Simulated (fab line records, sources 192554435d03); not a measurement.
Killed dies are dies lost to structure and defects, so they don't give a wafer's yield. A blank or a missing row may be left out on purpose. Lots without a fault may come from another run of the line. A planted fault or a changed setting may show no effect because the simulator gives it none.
fab line records | flow n5_finfet | part 1 of 2: steps 1 to 4 of 6
record lots=19 wafers=57 last_day=18
route steps=1938 shown BEOL_M7@1299 BEOL_M8@1334
lots that met no fault: from a run of the same line without faults
start_h: hours from the record's first day to the start of the lot's first wafer shown | wait_h: hours since the lot's step before | " the same as in the row above | L1.1+2: a row that stands for several wafers | - no value, or no start given | * or withheld: withheld | < > ~ a bound
route shown NAME@n: a module of which the file shows steps, and the number in the route of the first | usual: mean/standard deviation of fault-free wafers | same: alike in all rows | chamber/n: place in a boat | sites: the reading at each site | _std_site: their standard deviation | _edge_site: outer sites' mean less inner sites' | radius_mm: how far each site lies from the wafer's centre | mask NAME#n: copy n | behind: the tool/chamber that last shaped the wafer | hold: why the lot was held/for how many hours/how that ended | device: the transistor (n, p or np) that didn't switch | end of line: the same wafers' tests at the end of the route | a step without rows: its recipe alone | killed: dies lost to structure and defects at the first sort, not the wafer's yield | map: a wafer's dies, x killed, . not, _ none there
set.NAME: the setting as run; set.NAME@STEP: as run at that earlier step | model.NAME: the simulator's own value behind a step, which no gauge read
steps of the route over a sample of lots; a table a step, a row a wafer
services: from which hour (start_h, from the record's first day; less than 0 if before it) a tool's chamber was out of use, for how many hours, and why
## steps
# step N5_BEOL_M7_DESCUM_33
# recipe chemistry=O2 time_s=7 source_power_w=50 bias_power_w=20 pressure_mtorr=20 rf_frequency_hz=2.712e+07 temp_c=40 resist=CAR-EUV o2_flow_sccm=225
# usual bias_power_w=20.00/0.053 drypump_motor_current_A=5.5/0.46 oes_product_au=0.80/0.081 rf_vpp_V=243.1/1.3 showerhead_plenum_p_Torr=2.08/0.066 throttle_valve_pct=20.5/0.32
# columns lot.wafer tool chamber start_h wait_h bias_power_w drypump_motor_current_A oes_product_au rf_hours_counter_h rf_vpp_V showerhead_plenum_p_Torr throttle_valve_pct
L074.1 rie_diel-04 1 193.97 0.0 20.13 5.4 0.71 191 243.8 2.08 20.8
L074.2 " 0 " " 20.06 5.6 0.92 21 242.0 2.05 20.6
L074.3 " 2 " " 20.07 5.2 0.89 38 242.8 2.15 20.5
L076.1 rie_diel-05 1 198.84 0.0 19.99 5.8 0.81 100 243.9 2.12 20.5
L076.4 " 0 " " 20.03 5.1 0.76 129 241.9 2.02 20.7
L076.6 " 3 " " 19.86 5.7 0.66 - 244.4 2.14 20.4
L075.1 rie_diel-06 2 206.26 0.0 19.98 5.6 0.77 132 242.2 2.00 20.7
L075.3 " 1 " " 19.97 6.3 0.86 33 244.8 2.20 20.1
L075.4 " 3 " " 20.01 4.8 0.86 42 241.6 2.01 19.9
L077.2 rie_diel-05 2 209.63 0.1 20.06 5.8 0.83 70 243.9 2.12 20.3
L077.4 " 1 " " 20.10 5.8 0.81 102 243.1 2.12 20.5
L077.6 " 1 " " 19.99 5.8 0.82 - 244.1 2.11 20.5
L078.1 rie_diel-06 3 216.30 0.1 19.98 4.8 0.87 46 242.5 2.01 19.9
L078.3 " 1 " " 19.96 6.3 0.88 37 244.8 2.20 20.1
L078.4 " 0 " " 20.05 5.0 0.69 235 241.8 2.10 21.1
L079.2 rie_diel-05 2 225.17 0.0 19.97 5.8 0.83 73 244.6 2.11 20.3
L079.3 " 3 " " 19.93 5.6 0.67 229 244.7 2.13 20.4
L079.6 " 1 " " 20.01 5.8 0.80 - 244.5 2.11 20.5
L081.4 rie_diel-05 3 233.72 0.0 20.02 5.7 0.66 232 244.2 2.13 20.4
L081.5 " 1 " " 20.14 5.8 0.80 - 243.4 2.11 20.5
L081.6 " 0 " " 20.03 5.1 0.76 - 242.3 2.01 20.7
L082.1 rie_diel-06 0 241.43 0.0 20.10 5.0 0.68 243 243.4 2.10 21.1
L082.5 " 3 " " 20.03 4.8 0.86 - 243.6 2.01 19.9
L082.6 " 2 " " 20.05 5.6 0.76 - 242.4 2.00 20.7
L083.2 rie_diel-05 3 247.52 0.0 19.99 5.7 0.65 236 244.6 2.13 20.4
L083.4 " 1 " " 20.02 5.8 0.80 112 243.4 2.11 20.5
L083.6 " 3 " " 20.09 5.7 0.66 - 242.7 2.13 20.4
L084.1 rie_diel-05 2 255.62 0.0 19.96 5.8 0.82 83 242.7 2.11 20.4
L084.3 " 0 " " 20.03 5.2 0.75 144 241.8 2.01 20.7
L084.4 " 3 " " 19.94 5.7 0.66 239 244.5 2.13 20.4
L085.1 rie_diel-06 2 255.66 0.0 20.02 5.6 0.77 148 242.6 2.00 20.7
L085.3 " 3 " " 19.94 4.8 0.84 58 243.5 2.00 19.9
L085.5 " 1 " " 20.04 6.3 0.84 - 244.2 2.20 20.2
L087.2 rie_diel-05 0 267.96 0.0 19.96 5.2 0.75 148 241.4 2.01 20.7
L087.5 " 2 " " 19.99 5.8 0.81 - 243.7 2.11 20.4
L087.6 " 1 " " 20.02 5.8 0.80 - 243.3 2.11 20.5
L090.1 rie_diel-06 1 286.40 0.0 19.98 6.3 0.82 62 245.8 2.19 20.2
L090.5 " 2 " " 20.00 5.6 0.74 - 242.1 1.99 20.7
L090.6 " 3 " " 19.90 4.8 0.84 - 242.3 2.00 19.9
L089.1 rie_diel-05 1 293.53 0.0 19.97 5.8 0.79 125 243.5 2.11 20.5
L089.2 " 2 " " 19.95 5.8 0.81 91 242.7 2.11 20.4
L089.6 " 0 " " 20.00 5.1 0.73 - 241.7 2.01 20.7
L092.1 rie_diel-06 2 304.02 0.2 19.97 5.6 0.74 164 241.2 1.99 20.7
L092.3 " 1 " " 19.98 6.3 0.82 67 245.2 2.19 20.2
L092.4 " 0 " " 19.94 5.0 0.96 3 241.9 2.10 20.8
L093.2 rie_diel-05 0 320.27 0.0 20.06 5.2 0.74 165 241.6 2.00 20.8
L093.4 " 2 " " 20.07 5.8 0.81 101 243.0 2.10 20.4
L093.5 " 3 " " 20.06 5.6 1.00 - 244.9 2.13 19.9
L091.1 rie_diel-06 1 322.04 0.2 20.03 6.2 0.82 72 245.3 2.19 20.2
L091.5 " 2 " " 19.94 5.6 0.74 - 242.1 1.99 20.7
L091.6 " 1 " " 20.01 6.2 0.82 - 245.3 2.19 20.2
L097.4 rie_diel-06 0 336.55 0.0 20.02 5.0 0.92 14 243.8 2.09 20.8
L097.5 " 1 " " 20.05 6.3 0.81 - 245.0 2.19 20.2
L097.6 " 0 " " 19.98 5.0 0.92 - 243.8 2.09 20.8
L096.1 rie_diel-05 2 336.97 0.2 19.99 5.8 0.81 107 243.4 2.10 20.4
L096.5 " 2 " " 20.02 5.8 0.80 - 245.5 2.10 20.4
L096.6 " 3 " " 19.99 5.6 0.97 - 244.2 2.12 20.0
# step N5_BEOL_M7_ETCH_72
# recipe chemistry=N2/H2 target=underlayer target_depth_a=65 mask_material=CAR-EUV time_s=5.2 ion_energy_ev=200 pressure_mtorr=30 source_w=840 bias_w=150 n2_flow_sccm=200 h2_flow_sccm=200 ends=cleared
# usual drypump_motor_current_A=5.5/0.45 etch_rf_on_time_s=5.30/0.13 oes_product_au=0.67/0.066 rf_vpp_V=523.8/2.7 showerhead_plenum_p_Torr=2.54/0.076 throttle_valve_pct=17.91/0.28
# columns lot.wafer tool chamber start_h wait_h drypump_motor_current_A etch_rf_on_time_s oes_product_au rf_hours_counter_h rf_vpp_V showerhead_plenum_p_Torr throttle_valve_pct
L074.1 rie_diel-04 1 194.00 0.0 5.4 5.21 0.61 191 524.5 2.51 18.09
L074.2 " 0 " " 5.6 5.41 0.76 21 521.2 2.50 17.96
L074.3 " 2 " " 5.2 5.52 0.73 38 527.8 2.59 17.90
L076.1 rie_diel-05 1 198.87 0.0 5.8 4.99 0.70 100 526.7 2.56 17.73
L076.4 " 0 " " 5.1 5.25 0.66 129 519.9 2.46 18.18
L076.6 " 3 " " 5.7 5.35 0.56 - 526.1 2.62 17.90
L075.1 rie_diel-06 2 206.30 0.0 5.7 5.32 0.65 132 519.6 2.45 18.16
L075.3 " 1 " " 6.3 5.40 0.73 33 527.3 2.69 17.58
L075.4 " 3 " " 4.8 5.35 0.73 42 522.1 2.50 17.64
L077.2 rie_diel-05 2 209.67 0.0 5.8 5.13 0.71 70 524.2 2.57 17.73
L077.4 " 1 " " 5.8 5.11 0.70 102 524.9 2.56 17.73
L077.6 " 1 " " 5.8 5.05 0.69 - 523.2 2.55 17.75
L078.1 rie_diel-06 3 216.34 0.0 4.8 5.33 0.73 46 524.1 2.50 17.65
L078.3 " 1 " " 6.3 5.40 0.72 37 528.8 2.69 17.59
L078.4 " 0 " " 5.0 5.42 0.58 235 522.2 2.53 18.49
L079.2 rie_diel-05 2 225.20 0.0 5.8 5.14 0.70 73 525.2 2.57 17.71
L079.3 " 3 " " 5.7 5.29 0.57 229 526.1 2.62 17.94
L079.6 " 1 " " 5.8 5.10 0.69 - 525.2 2.55 17.76
L081.4 rie_diel-05 3 233.75 0.0 5.7 5.26 0.57 232 523.8 2.62 17.95
L081.5 " 1 " " 5.8 5.06 0.69 - 523.9 2.55 17.72
L081.6 " 0 " " 5.1 5.30 0.64 - 522.6 2.45 18.18
L082.1 rie_diel-06 0 241.46 0.0 5.0 5.41 0.57 243 522.3 2.53 18.52
L082.5 " 3 " " 4.8 5.38 0.71 - 521.6 2.49 17.65
L082.6 " 2 " " 5.7 5.34 0.64 - 521.8 2.45 18.17
L083.2 rie_diel-05 3 247.56 0.0 5.7 5.32 0.57 236 525.8 2.62 17.96
L083.4 " 1 " " 5.8 5.11 0.68 112 525.8 2.55 17.73
L083.6 " 3 " " 5.7 5.32 0.57 - 526.6 2.62 17.93
L084.1 rie_diel-05 2 255.65 0.0 5.8 5.23 0.69 83 523.3 2.56 17.74
L084.3 " 0 " " 5.1 5.33 0.64 144 519.5 2.45 18.19
L084.4 " 3 " " 5.6 5.27 0.57 239 527.9 2.61 17.93
L085.1 rie_diel-06 2 255.70 0.0 5.6 5.39 0.63 148 523.7 2.44 18.18
L085.3 " 3 " " 4.8 5.33 0.72 58 523.4 2.49 17.68
L085.5 " 1 " " 6.3 5.38 0.70 - 527.2 2.68 17.61
L087.2 rie_diel-05 0 267.99 0.0 5.1 5.29 0.62 148 520.6 2.45 18.19
L087.5 " 2 " " 5.9 5.22 0.68 - 526.4 2.56 17.75
L087.6 " 1 " " 5.8 5.06 0.69 - 523.3 2.55 17.75
L090.1 rie_diel-06 1 286.43 0.0 6.3 5.46 0.69 62 526.4 2.67 17.63
L090.5 " 2 " " 5.6 5.43 0.62 - 519.6 2.44 18.21
L090.6 " 3 " " 4.8 5.43 0.70 - 522.4 2.49 17.69
L089.1 rie_diel-05 1 293.57 0.0 5.8 5.10 0.68 125 526.2 2.55 17.75
L089.2 " 2 " " 5.8 5.21 0.69 91 523.3 2.56 17.75
L089.6 " 0 " " 5.1 5.46 0.64 - 521.3 2.45 18.22
L092.1 rie_diel-06 2 304.05 0.0 5.6 5.42 0.62 164 520.1 2.44 18.22
L092.3 " 1 " " 6.3 5.49 0.68 67 528.0 2.67 17.66
L092.4 " 0 " " 5.0 5.46 0.81 3 521.8 2.52 18.15
L093.2 rie_diel-05 0 320.30 0.0 5.2 5.36 0.62 165 517.7 2.44 18.20
L093.4 " 2 " " 5.8 5.19 0.68 101 525.3 2.56 17.77
L093.5 " 3 " " 5.7 5.15 0.85 - 526.8 2.61 17.46
L091.1 rie_diel-06 1 322.07 0.0 6.3 5.32 0.69 72 528.1 2.67 17.66
L091.5 " 2 " " 5.6 5.34 0.62 - 519.4 2.43 18.22
L091.6 " 1 " " 6.3 5.41 0.68 - 525.5 2.67 17.64
L097.4 rie_diel-06 0 336.58 0.0 5.1 5.32 0.78 14 525.2 2.52 18.17
L097.5 " 1 " " 6.2 5.34 0.68 - 526.0 2.67 17.68
L097.6 " 0 " " 5.1 5.35 0.77 - 524.3 2.52 18.17
L096.1 rie_diel-05 2 337.00 0.0 5.9 5.11 0.67 107 525.5 2.55 17.79
L096.5 " 2 " " 5.8 5.15 0.67 - 525.8 2.55 17.75
L096.6 " 3 " " 5.7 5.11 0.83 - 524.6 2.60 17.49
# step N5_BEOL_M8_THK_MEAS_01
# recipe reads=SiCOH_lowk_of_BEOL_M8_ILD_DEP_00
# usual M8_ILD_THK=154.8/2.7
# columns lot.wafer tool chamber start_h wait_h M8_ILD_THK[nm]
L074.1 film_metro-02 - 198.23 0.4 153.3
L074.2 " - " " 153.5
L074.3 " - " " 150.3
L076.1 film_metro-02 - 202.57 0.4 155.3
L076.4 " - " " 154.7
L076.6 " - " " 157.0
L075.1 film_metro-02 - 209.99 0.4 150.9
L075.3 " - " " 150.4
L075.4 " - " " 155.7
L077.2 film_metro-01 - 213.55 0.4 151.6
L077.4 " - " " 155.2
L077.6 " - " " 154.3
L078.1 film_metro-01 - 223.56 0.4 148.7
L078.3 " - " " 151.7
L078.4 " - " " 153.6
L079.2 film_metro-01 - 231.87 0.4 153.4
L079.3 " - " " 156.8
L079.6 " - " " 157.3
L081.4 film_metro-02 - 238.88 0.2 156.7
L081.5 " - " " 149.3
L081.6 " - " " 155.2
L082.1 film_metro-01 - 246.11 0.4 153.3
L082.5 " - " " 154.7
L082.6 " - " " 155.7
L083.2 film_metro-02 - 251.84 0.4 154.4
L083.4 " - " " 154.0
L083.6 " - " " 155.8
L084.1 film_metro-01 - 258.99 0.4 151.6
L084.3 " - " " 153.4
L084.4 " - " " 152.6
L085.1 film_metro-02 - 260.56 0.4 152.1
L085.3 " - " " 150.1
L085.5 " - " " 157.7
L087.2 film_metro-01 - 272.42 0.4 155.5
L087.5 " - " " 157.2
L087.6 " - " " 159.6
L090.1 film_metro-01 - 290.55 0.4 156.6
L090.5 " - " " 155.9
L090.6 " - " " 158.9
L089.1 film_metro-02 - 297.24 0.4 155.0
L089.2 " - " " 155.1
L089.6 " - " " 155.8
L092.1 film_metro-01 - 308.08 0.4 152.5
L092.3 " - " " 154.7
L092.4 " - " " 151.3
L093.2 film_metro-01 - 324.54 0.4 155.0
L093.4 " - " " 159.8
L093.5 " - " " 157.4
L091.1 film_metro-01 - 327.05 0.4 151.2
L091.5 " - " " 154.3
L091.6 " - " " 160.7
L097.4 film_metro-02 - 340.67 0.2 158.3
L097.5 " - " " 160.2
L097.6 " - " " 154.9
L096.1 film_metro-02 - 341.22 0.4 155.6
L096.5 " - " " 156.4
L096.6 " - " " 160.1
# step N5_BEOL_M8_DESCUM_16
# recipe chemistry=O2 time_s=7.9 source_power_w=50 bias_power_w=20 pressure_mtorr=20 rf_frequency_hz=2.712e+07 temp_c=40 resist=CAR-ArF o2_flow_sccm=225
# usual bias_power_w=20.01/0.06 drypump_motor_current_A=5.7/0.39 oes_product_au=0.80/0.09 rf_vpp_V=243.4/1.4 showerhead_plenum_p_Torr=2.12/0.07 throttle_valve_pct=20.39/0.3
# columns lot.wafer tool chamber start_h wait_h bias_power_w drypump_motor_current_A oes_product_au rf_hours_counter_h rf_vpp_V showerhead_plenum_p_Torr throttle_valve_pct
L074.1 rie_diel-02 1 200.32 0.1 20.03 5.8 0.96 2 244.0 2.21 20.03
L074.2 " 2 " " 20.01 5.3 0.86 32 245.0 2.22 20.47
L074.3 " 0 " " 20.04 5.1 0.70 229 242.4 1.97 20.63
L076.1 rie_diel-02 3 203.72 0.0 20.07 6.4 0.80 90 244.3 2.10 20.17
L076.4 " 2 " " 19.94 5.3 0.86 33 245.8 2.22 20.46
L076.6 " 0 " " 19.99 5.1 0.70 - 241.0 1.96 20.63
L075.1 rie_diel-03 1 211.08 0.1 19.99 6.2 0.94 8 242.2 2.05 19.83
L075.3 " 3 " " 20.00 6.0 0.84 82 243.8 2.15 20.43
L075.4 " 3 " " 19.94 6.0 0.83 - 243.8 2.15 20.42
L077.2 rie_diel-02 1 216.83 0.1 20.08 5.9 0.94 8 246.3 2.20 20.02
L077.4 " 3 " " 19.98 6.4 0.80 95 243.4 2.10 20.19
L077.6 " 1 " " 20.05 5.9 0.94 - 246.2 2.20 20.02
L078.1 rie_diel-01 2 225.51 0.0 20.03 5.1 0.86 62 241.6 2.05 20.32
L078.3 " 3 " " 20.02 5.8 0.68 220 244.0 2.16 21.00
L078.4 " 1 " " 19.97 6.1 0.73 202 242.6 2.08 20.50
L079.2 rie_diel-02 0 232.69 0.1 20.11 5.1 0.69 240 241.5 1.96 20.63
L079.3 " 3 " " 20.04 6.4 0.79 100 243.1 2.10 20.18
L079.6 " 1 " " 20.04 5.9 0.92 - 245.6 2.20 20.03
L081.4 rie_diel-01 2 240.48 0.1 20.06 5.1 0.85 67 243.9 2.05 20.33
L081.5 " 3 " " 20.02 5.8 0.68 - 242.7 2.16 21.00
L081.6 " 0 " " 19.96 5.8 0.68 - 243.8 2.16 20.44
L082.1 rie_diel-03 2 248.97 0.5 20.07 5.6 0.72 164 241.8 2.11 20.75
L082.5 " 2 " " 20.13 5.6 0.72 - 242.7 2.11 20.76
L082.6 " 3 " " 20.03 6.0 0.81 - 241.3 2.15 20.45
L083.2 rie_diel-01 3 253.11 0.0 20.07 5.7 0.67 231 243.5 2.16 21.01
L083.4 " 1 " " 19.92 6.1 0.73 212 243.5 2.08 20.52
L083.6 " 1 " " 19.95 6.0 0.72 - 241.0 2.08 20.52
L084.1 rie_diel-02 2 261.89 0.9 19.99 5.3 0.83 51 245.6 2.21 20.47
L084.3 " 1 " " 20.02 5.9 0.90 22 244.9 2.20 20.05
L084.4 " 3 " " 20.06 6.4 0.78 - 242.8 2.09 20.21
L085.1 rie_diel-03 1 262.29 0.6 19.98 6.2 0.90 20 242.2 2.04 19.83
L085.3 " 2 " " 20.11 5.6 0.71 169 242.6 2.11 20.75
L085.5 " 0 " " 20.00 5.4 0.92 - 246.3 2.22 20.18
L087.2 rie_diel-03 3 274.56 0.0 20.01 5.9 0.81 108 243.5 2.14 20.48
L087.5 " 2 " " 19.98 5.5 0.71 - 241.9 2.11 20.77
L087.6 " 1 " " 20.03 6.1 0.90 - 242.2 2.04 19.86
L090.1 rie_diel-01 3 291.69 0.0 19.99 5.7 0.67 243 243.3 2.15 21.02
L090.5 " 3 " " 20.03 5.8 0.67 - 244.2 2.15 21.02
L090.6 " 0 " " 19.98 5.8 0.68 - 244.1 2.15 20.47
L089.1 rie_diel-03 1 299.20 0.0 20.03 6.1 0.88 35 242.1 2.04 19.86
L089.2 " 0 " " 19.85 5.4 0.91 22 244.7 2.21 20.20
L089.6 " 2 " " 20.08 5.6 0.71 - 243.7 2.11 20.78
L092.1 rie_diel-03 0 310.58 0.3 19.93 5.4 0.91 26 244.1 2.21 20.18
L092.3 " 2 " " 20.02 5.6 0.70 187 241.9 2.11 20.77
L092.4 " 3 " " 20.09 6.0 0.80 120 243.1 2.14 20.49
L093.2 rie_diel-01 1 326.40 0.1 20.01 6.1 0.70 239 241.7 2.07 20.55
L093.4 " 2 " " 19.97 5.1 0.81 - 242.9 2.04 20.40
L093.5 " 0 " " 20.02 5.8 0.67 - 244.4 2.15 20.49
L091.1 rie_diel-02 0 328.05 0.0 20.02 5.1 0.92 11 244.4 2.22 20.17
L091.5 " 1 " " 19.95 5.9 0.85 - 245.1 2.19 20.10
L091.6 " 2 " " 20.08 5.3 0.80 - 244.7 2.21 20.53
L097.4 rie_diel-03 0 342.08 0.4 19.95 5.4 0.86 40 244.5 2.21 20.19
L097.5 " 0 " " 19.96 5.4 0.87 - 245.4 2.21 20.19
L097.6 " 3 " " 19.99 6.0 0.79 - 242.8 2.14 20.50
L096.1 rie_diel-03 0 342.33 0.2 19.91 5.4 0.87 40 245.0 2.21 20.20
L096.5 " 1 " " 20.03 6.2 0.85 - 242.8 2.03 19.90
L096.6 " 2 " " 20.00 5.6 0.70 - 243.5 2.10 20.79
